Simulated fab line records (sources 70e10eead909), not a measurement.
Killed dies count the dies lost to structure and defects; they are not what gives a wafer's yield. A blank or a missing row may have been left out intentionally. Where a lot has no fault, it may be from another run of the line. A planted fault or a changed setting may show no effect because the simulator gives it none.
Which tool was responsible? | flow nandHarc | 12 lots, 36 wafers sampled, at 6 steps of a route of 1302

## WHAT THE GAUGES SHOWED, per wafer
NHARC_P_ZERO_WELL_CD_MEAS_52: target cd 2000 nm.
lot  | measured     | on       | cdNm (nm)
L745 | day 2 11:58  | cdSem-02 | 2000.7 2000.1 1998.6
L747 | day 3 07:37  | cdSem-02 | 1999.5 2001.0 1997.1
L748 | day 3 17:39  | cdSem-02 | 2001.3 2001.0 2000.7
L750 | day 4 13:48  | cdSem-03 | 1507.6 1509.5 1511.3
L751 | day 5 03:40  | cdSem-03 | 1999.1 1997.6 1998.0
L753 | day 5 19:45  | cdSem-03 | 2000.5 1997.7 1999.2
L758 | day 7 21:52  | cdSem-02 | 2001.7 2002.6 2001.2
L759 | day 8 07:49  | cdSem-02 | 2003.6 2000.0 2003.5
L761 | day 9 04:04  | cdSem-02 | 1998.3 2000.5 2001.9
L763 | day 9 23:40  | cdSem-01 | 1999.6 1996.5 2000.5
L765 | day 10 21:31 | cdSem-02 | 1999.0 1996.9 1999.3
L767 | day 11 15:44 | cdSem-02 | 1997.9 1998.0 1999.6

NHARC_P_GATE_INSPECT_28.
lot  | measured     | on               | rawDefectCount
L745 | day 5 12:27  | defectInspect-02 | 5 3 6
L747 | day 6 06:47  | defectInspect-02 | 9 9 5
L748 | day 6 16:14  | defectInspect-02 | 4 4 11
L751 | day 8 07:01  | defectInspect-02 | 6 8 8
L753 | day 8 14:08  | defectInspect-02 | 3 2 4
L758 | day 11 02:29 | defectInspect-02 | 8 6 7
L759 | day 11 02:50 | defectInspect-02 | 4 3 6
L761 | day 12 01:23 | defectInspect-02 | 5 4 7
L763 | day 12 23:11 | defectInspect-01 | 6 8 5
L765 | day 13 17:26 | defectInspect-01 | 6 11 3
L767 | day 14 15:58 | defectInspect-01 | 3 9 5

NHARC_END_SORT_01.
lot  | measured     | on        | killedAtArray | killedAtOther | killedAtPeriphery | killedDies  | killedOpen | killedShort
L750 | day 26 16:09 | prober-01 | 53 43 29      | 0 0 1         | 618 623 640       | 671 666 670 | 6 1 2      | 4 3 1

## TOOL THAT RAN EACH LOT (tool first, then ch and the chambers of the sampled wafers, then the start)
lot  | NHARC_P_ZERO_WELL_ETCH_63       | NHARC_P_ZERO_WELL_EXPOSE_49      | NHARC_P_GATE_DESCUM_31
L745 | rieSi-05 ch 0,1,3, day 2 07:50  | krfScanner-02 ch 0, day 2 11:49  | rieDiel-09 ch 1,2,3, day 5 12:31
L747 | rieSi-06 ch 0,2,3, day 3 03:33  | krfScanner-01 ch 0, day 3 07:28  | rieDiel-07 ch 0,2,3, day 6 06:50
L748 | rieSi-05 ch 0,1,3, day 3 13:40  | krfScanner-01 ch 0, day 3 17:29  | rieDiel-13 ch 1,2,3, day 6 16:18
L750 | rieSi-05 ch 0,1,2, day 4 09:41  | krfScanner-03 ch 0, day 4 13:38  | -
L751 | rieSi-05 ch 2,3, day 4 19:47    | krfScanner-03 ch 0, day 5 03:31  | rieDiel-09 ch 1,2, day 8 07:05
L753 | rieSi-05 ch 1,2,3, day 5 15:40  | krfScanner-03 ch 0, day 5 19:35  | rieDiel-13 ch 1,2,3, day 8 14:11
L758 | rieSi-06 ch 0,1,2, day 7 17:41  | krfScanner-03 ch 0, day 7 21:42  | rieDiel-13 ch 0,1,3, day 11 02:34
L759 | rieSi-05 ch 0,1,3, day 8 03:47  | krfScanner-03 ch 0, day 8 07:40  | rieDiel-09 ch 0,1,3, day 11 02:55
L761 | rieSi-05 ch 0,2, day 8 23:52    | krfScanner-03 ch 0, day 9 03:55  | rieDiel-13 ch 1,2,3, day 12 01:26
L763 | rieSi-06 ch 0,1,3, day 9 19:43  | krfScanner-02 ch 0, day 9 23:31  | rieDiel-07 ch 0,1,2, day 12 23:15
L765 | rieSi-03 ch 0,1,3, day 10 17:34 | krfScanner-01 ch 0, day 10 21:22 | rieDiel-09 ch 1,2,3, day 13 17:29
L767 | rieSi-03 ch 1,2,3, day 11 11:42 | krfScanner-01 ch 0, day 11 15:35 | rieDiel-07 ch 0,1,2, day 14 16:05
- NHARC_P_ZERO_WELL_ETCH_63: etches the open film in HBr/Cl2, target depth 120 nm, time 40.1 s.
- NHARC_P_ZERO_WELL_EXPOSE_49: exposes mask P HVPW, target cd 2000 nm.
- NHARC_P_GATE_DESCUM_31: chemistry O2, time 3 s.

## AS READ BY THE TOOLS THEMSELVES (means over the sampled wafers that have a number; for cases with no such wafer, the mark the record gives instead)
NHARC_P_ZERO_WELL_ETCH_63.
lot  | tool     | drypumpMotorCurrentA (A) | heBacksideLeakSccm (sccm) | oesProductAu (a.u.) | throttleValvePct (%)
L745 | rieSi-05 | 5.9                      | 2.80                      | 1.001               | 26.410
L747 | rieSi-06 | 5.3                      | 2.60                      | 0.987               | 26.404
L748 | rieSi-05 | 5.9                      | 2.71                      | 1.005               | 26.405
L750 | rieSi-05 | 6.0                      | 2.61                      | 1.000               | 26.401
L751 | rieSi-05 | 5.8                      | 2.57                      | 1.011               | 26.402
L753 | rieSi-05 | 5.9                      | 2.47                      | 0.991               | 26.411
L758 | rieSi-06 | 5.5                      | 2.38                      | 0.997               | 26.416
L759 | rieSi-05 | 5.9                      | 2.65                      | 0.997               | 26.409
L761 | rieSi-05 | 5.8                      | 2.79                      | 1.008               | 26.417
L763 | rieSi-06 | 5.5                      | 2.43                      | 0.995               | 26.397
L765 | rieSi-03 | 6.0                      | 2.72                      | 1.010               | 26.404
L767 | rieSi-03 | 5.9                      | 2.69                      | 1.006               | 26.416

NHARC_P_GATE_DESCUM_31.
lot  | tool       | drypumpMotorCurrentA (A) | oesProductAu (a.u.) | rfVppV (V) | showerheadPlenumPTorr (Torr) | throttleValvePct (%)
L745 | rieDiel-09 | 5.8                      | 1.007               | 58.0       | 1.91                         | 11.305
L747 | rieDiel-07 | 6.3                      | 0.995               | 57.3       | 1.89                         | 11.303
L748 | rieDiel-13 | 5.6                      | 1.001               | 57.8       | 1.87                         | 11.322
L751 | rieDiel-09 | 5.4                      | 1.002               | 56.6       | 1.84                         | 11.310
L753 | rieDiel-13 | 5.6                      | 0.997               | 57.4       | 1.87                         | 11.309
L758 | rieDiel-13 | 5.9                      | 0.998               | 57.5       | 1.88                         | 11.308
L759 | rieDiel-09 | 5.9                      | 0.997               | 58.2       | 1.92                         | 11.318
L761 | rieDiel-13 | 5.6                      | 0.994               | 58.3       | 1.86                         | 11.305
L763 | rieDiel-07 | 6.2                      | 0.990               | 57.5       | 1.84                         | 11.312
L765 | rieDiel-09 | 5.7                      | 0.985               | 58.1       | 1.91                         | 11.308
L767 | rieDiel-07 | 6.2                      | 1.002               | 57.8       | 1.84                         | 11.308

## THE ANSWER, worked out from the rows above alone
Rule: what is usual is taken from the lots themselves. The widest of any qualifying gaps counts: lots, ordered by their means at a reading, are off when they make up no more than a third of the lots, leave a main group of 4 or more, and stand apart from it by 3 or more times the standard deviation of that group's means. The tables above print the reading to a certain number of digits; a main group whose means all agree to those digits is not used. A lot without any number at a reading at which 4 lots or more have one is off too. Any other lot the step has rows for is counted as sound. The gauges are gone through in route order, then the tools' own readings, and for those a lot's mean is taken as printed above. At the first step where some lot is off, the reading lying furthest off is the one used; lots without a number count as furthest.
Off: L750 (NHARC_P_ZERO_WELL_CD_MEAS_52, cdNm). Mean 1999.8 nm and standard deviation 1.4 in the main group.
If a tool, at a process step before that reading, ran all the lots that are off and no sound lot after the first of them, it fits. The gauges at NHARC_P_ZERO_WELL_CD_MEAS_52 are tried like those tools. Not one of the candidates tried fits.

## WHAT HAD BEEN PUT IN BY THE SIMULATOR
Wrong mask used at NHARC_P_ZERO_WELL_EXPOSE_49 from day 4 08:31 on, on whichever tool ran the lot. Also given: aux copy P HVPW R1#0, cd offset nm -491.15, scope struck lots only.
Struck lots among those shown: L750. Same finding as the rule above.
